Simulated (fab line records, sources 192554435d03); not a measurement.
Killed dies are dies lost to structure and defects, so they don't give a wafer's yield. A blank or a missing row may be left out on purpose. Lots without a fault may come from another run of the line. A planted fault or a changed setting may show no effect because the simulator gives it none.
Chamber matching | flow n5_finfet | N5_BEOL_M0_SAQP_ETCH_101 on rie_diel-01: 4 sister chambers
The step etches SiNx in CH3F/O2, target depth 29.9 nm, time 42.7 s. 7 wafers are shown with their chamber, then 11 later ones without.

WAFERS WITH THEIR CHAMBER
wafer  | chamber | drypump_motor_current_A (A) | showerhead_plenum_p_Torr (Torr)
L080.1 | 0       | 5.67                        | 1.96
L086.1 | 2       | 5.67                        | 2.07
L086.2 | 3       | 5.87                        | 2.05
L090.1 | 2       | 5.66                        | 2.06
L090.2 | 1       | 6.11                        | 2.04
L090.4 | 3       | 5.87                        | 2.05
L091.1 | 1       | 6.10                        | 2.04

WAFERS WITHOUT THEIR CHAMBER
wafer  | drypump_motor_current_A (A) | showerhead_plenum_p_Torr (Torr)
L091.3 | 5.85                        | 2.05
L091.6 | 6.12                        | 2.04
L092.3 | 5.66                        | 1.95
L092.4 | 5.87                        | 2.05
L092.5 | 6.11                        | 2.04
L096.3 | 5.68                        | 1.95
L096.5 | 5.67                        | 1.95
L096.6 | 5.86                        | 2.05
L097.1 | 5.62                        | 1.95
L097.3 | 5.68                        | 2.06
L097.5 | 5.66                        | 2.06

WHICH CHAMBER EACH WENT THROUGH
wafer  | from the rows above | in truth
L091.3 | 3                   | 3
L091.6 | 1                   | 1
L092.3 | 0                   | 0
L092.4 | 3                   | 3
L092.5 | 1                   | 1
L096.3 | 0                   | 0
L096.5 | 0                   | 0
L096.6 | 3                   | 3
L097.1 | 0                   | 0
L097.3 | 2                   | 2
L097.5 | 2                   | 2
Placed correctly: 11 of 11. Can't be placed from these rows: 0. Placed wrongly: 0.
How it was worked out, from the rows above alone: a wafer's distance from a chamber is the root of the sum, over the readings, of the square of ((its reading less the chamber's mean) divided by the reading's scatter). The wafer belongs to the nearest chamber; if the next one is less than 2 further off, it can't be placed. A chamber's mean is the mean of its shown wafers. The scatter: the root of (the sum of the squares of (reading less its chamber's mean) over the shown wafers, divided by (wafers less chambers)).
